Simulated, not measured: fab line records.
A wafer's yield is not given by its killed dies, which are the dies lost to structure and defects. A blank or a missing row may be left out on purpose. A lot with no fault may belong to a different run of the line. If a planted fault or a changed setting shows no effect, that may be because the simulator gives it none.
The tool behind it: which one? | flow nand-harc | 18 wafers from 6 lots sampled at 4 of the route's 1302 steps

WHAT THE GAUGES READ, wafer by wafer
NHARC_THIN_TSV_INSPECT_40.
lot  | measured     | on                | raw-defect-count
L481 | day 24 16:11 | defect-inspect-02 | 471 567 693
L480 | day 25 02:49 | defect-inspect-01 | 612 535 594
L487 | day 28 01:51 | defect-inspect-01 | 472 394 477
L490 | day 29 04:56 | defect-inspect-01 | 518 507 462
L493 | day 30 02:02 | defect-inspect-02 | 508 379 370
L500 | day 33 02:07 | defect-inspect-01 | 1055 1088 952

EACH LOT AND THE TOOL THAT RAN IT (in order: tool; ch and the chambers of the sampled wafers; start)
lot  | NHARC_THIN_TSV_ETCHBACK_48         | NHARC_THIN_TSV_DESCUM_35           | NHARC_THIN_TSV_STRIP_57
L481 | rie-diel-07 ch 0,2,3, day 24 04:07 | rie-diel-07 ch 2,3, day 24 07:58   | wet-bench-10 ch 1,5,6, day 24 08:49
L480 | rie-diel-10 ch 2,3, day 24 18:20   | rie-diel-07 ch 0,3, day 24 22:41   | wet-bench-10 ch 2,4,6, day 24 23:47
L487 | rie-diel-07 ch 2,3, day 27 16:13   | rie-diel-10 ch 1,3, day 27 20:03   | wet-bench-10 ch 2,3,6, day 27 20:53
L490 | rie-diel-07 ch 0,1, day 28 19:15   | rie-diel-10 ch 2,3, day 28 23:04   | wet-bench-10 ch 3,5,6, day 28 23:54
L493 | rie-diel-07 ch 2,3, day 29 16:30   | rie-diel-10 ch 2,3, day 29 20:11   | wet-bench-08 ch 1,4,7, day 29 21:02
L500 | rie-diel-08 ch 1,2,3, day 32 17:50 | rie-diel-07 ch 0,2,3, day 32 21:38 | wet-bench-10 ch 1,2,5, day 32 22:26
- NHARC_THIN_TSV_ETCHBACK_48: etches the open film in C4F8/Ar, target depth 1028.5 nm, time 405.17 s.
- NHARC_THIN_TSV_DESCUM_35: chemistry O2, time 3 s.
- NHARC_THIN_TSV_STRIP_57: strips in post etch residue remover, time 1200 s.

THE ANSWER, worked out from the rows above alone
Rule: the usual values come from the lots themselves. The widest of any qualifying gaps counts: lots, ordered by their means at a reading, are off when they make up no more than a third of the lots, leave a main group of 4 or more, and stand apart from it by 3 or more times the standard deviation of that group's means. If all means in a main group match to the digits the tables above print for the reading, that group is not used. Also off: a lot with no number at a reading for which 4 or more lots have one. Where the step has rows for the other lots, those lots are counted as sound.
Off, at NHARC_THIN_TSV_INSPECT_40 on raw-defect-count: L500. The main group: mean 504, standard deviation 66.
A tool fits if, at a process step before that reading, it ran every lot that is off, and no sound lot after the first of them. The gauges at NHARC_THIN_TSV_INSPECT_40 are tried like those tools. Can't be told from this: 4 tools fit, rie-diel-08 at NHARC_THIN_TSV_ETCHBACK_48, rie-diel-07 at NHARC_THIN_TSV_DESCUM_35, wet-bench-10 at NHARC_THIN_TSV_STRIP_57, defect-inspect-01 at NHARC_THIN_TSV_INSPECT_40.

WHAT THE SIMULATOR HAD INSERTED
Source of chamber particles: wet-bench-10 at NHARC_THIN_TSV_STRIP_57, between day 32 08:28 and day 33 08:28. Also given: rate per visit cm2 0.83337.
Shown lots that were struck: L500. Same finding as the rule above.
